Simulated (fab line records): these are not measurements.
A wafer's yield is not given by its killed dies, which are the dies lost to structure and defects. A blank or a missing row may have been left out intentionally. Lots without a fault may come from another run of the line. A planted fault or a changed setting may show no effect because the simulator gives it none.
What tool caused it?    flow n5 finfet    8 lots with 24 wafers sampled at 3 steps, on a route of 1938 steps

## WHAT THE GAUGES SHOWED, per wafer
N5_SD_EPI_N_EPI_MEAS_23.
lot   measured     on             thk nm (nm)
L902  day 3 05:28  film metro-02  59.9 58.6 59.6
L903  day 3 09:07  film metro-02  58.5 57.9 59.5
L906  day 4 09:36  film metro-01  58.6 58.6 58.9
L915  day 6 09:26  film metro-01  53.5 54.0 52.9
L916  day 6 15:07  film metro-02  51.5 53.1 53.9
L918  day 7 03:16  film metro-01  58.7 58.4 58.7
L921  day 7 21:01  film metro-02  58.3 56.9 58.8
L922  day 8 09:19  film metro-02  59.6 59.6 58.7

## EACH LOT AND THE TOOL THAT RAN IT (in order: tool; ch and the chambers of the sampled wafers; start)
lot   N5_SD_EPI_N_STRIP_38                 N5_SD_EPI_N_EPI_21
L902  plasma asher-01 ch 0,1, day 3 02:53  epi rpcvd-01 ch 0, day 3 04:19
L903  plasma asher-02 ch 0,1, day 3 06:30  epi rpcvd-04 ch 0, day 3 07:24
L906  plasma asher-01 ch 0, day 4 06:58    epi rpcvd-04 ch 0, day 4 08:10
L915  plasma asher-01 ch 1, day 6 06:50    epi rpcvd-01 ch 0, day 6 08:01
L916  plasma asher-01 ch 0,1, day 6 12:31  epi rpcvd-01 ch 0, day 6 13:57
L918  plasma asher-01 ch 0,1, day 6 23:55  epi rpcvd-03 ch 0, day 7 01:22
L921  plasma asher-01 ch 0,1, day 7 18:10  epi rpcvd-03 ch 0, day 7 19:18
L922  plasma asher-02 ch 0,1, day 8 05:58  epi rpcvd-04 ch 0, day 8 07:25
- N5_SD_EPI_N_STRIP_38: strips in N2/H2.
- N5_SD_EPI_N_EPI_21: deposits Si:P, time 690 s.

## THE ANSWER, worked out from the rows above alone
Rule: what is usual is taken from the lots themselves. Put in order of their means at a reading, lots are off if they are a third of the lots or fewer, leave a main group of 4 or more, and stand apart from it by a gap of 3 or more times the standard deviation of the main group's means; of several such gaps the widest counts. A main group whose means are all the same, to the digits that the tables above print for the reading, isn't used. A lot without any number at a reading at which 4 lots or more have one is off too. Where the step has rows for the other lots, those lots are counted as sound.
Off: L915, L916 (N5_SD_EPI_N_EPI_MEAS_23, thk nm). Mean 58.8 nm and standard deviation 0.46 in the main group.
If a tool, at a process step before that reading, ran all the lots that are off and no sound lot after the first of them, it fits. The gauges at N5_SD_EPI_N_EPI_MEAS_23 are tried like those tools. One candidate fits, namely epi rpcvd-01 at N5_SD_EPI_N_EPI_21. Its last sound lot is L902 (day 3 04:19), its first lot that is off L915 (day 6 08:01): a fault that began between those two fits.

## WHAT THE SIMULATOR HAD PUT IN
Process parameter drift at N5_SD_EPI_N_EPI_21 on epi rpcvd-01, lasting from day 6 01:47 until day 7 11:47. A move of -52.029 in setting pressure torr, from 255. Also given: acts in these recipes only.
Lots struck among those shown: L915, L916. The rule above found the same.
